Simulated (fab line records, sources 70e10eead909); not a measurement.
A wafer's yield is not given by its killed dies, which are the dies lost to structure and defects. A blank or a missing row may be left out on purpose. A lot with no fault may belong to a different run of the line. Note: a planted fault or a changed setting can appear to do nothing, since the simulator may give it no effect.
Chamber matching    flow nand harc    NHARC_A_STAIRCASE_ETCH_169 on rie diel-11 has 4 sister chambers
The step etches the open film in CH3F/O2, target depth 50 nm, time 107.1 s. 4 wafers are shown with their chamber, then 11 later ones without.

WAFERS, EACH WITH ITS CHAMBER
wafer   chamber  drypump motor current A (A)
L082.2  3        5.1
L082.4  2        5.4
L086.1  0        5.7
L090.1  1        5.9

WAFERS WITHOUT THEIR CHAMBER
wafer   drypump motor current A (A)
L090.2  5.7
L090.3  5.4
L089.2  5.3
L089.4  5.1
L089.6  5.7
L093.4  5.4
L093.5  5.4
L093.6  5.1
L096.1  5.7
L096.2  5.4
L096.5  5.3

CHAMBER TAKEN BY EACH
wafer   from the rows above  in truth
L090.2  0                    0
L090.3  2                    2
L089.2  2                    2
L089.4  3                    3
L089.6  0                    0
L093.4  2                    2
L093.5  2                    2
L093.6  3                    3
L096.1  0                    0
L096.2  2                    2
L096.5  2                    2
Correctly placed: 11 of 11. Left unplaced by these rows: 0. 0 placed wrongly.
How it was worked out, from the rows above alone: a wafer's distance from a chamber is the root of the sum, over the readings, of the square of ((its reading less the chamber's mean) divided by the reading's scatter). If the next closest chamber is less than 2 further off than the closest, the wafer can't be placed; otherwise it belongs to the closest. A chamber's mean is the mean of its shown wafers. The scatter: root of mean squared gap, hidden wafer to nearest shown wafer, with one shown wafer a chamber.
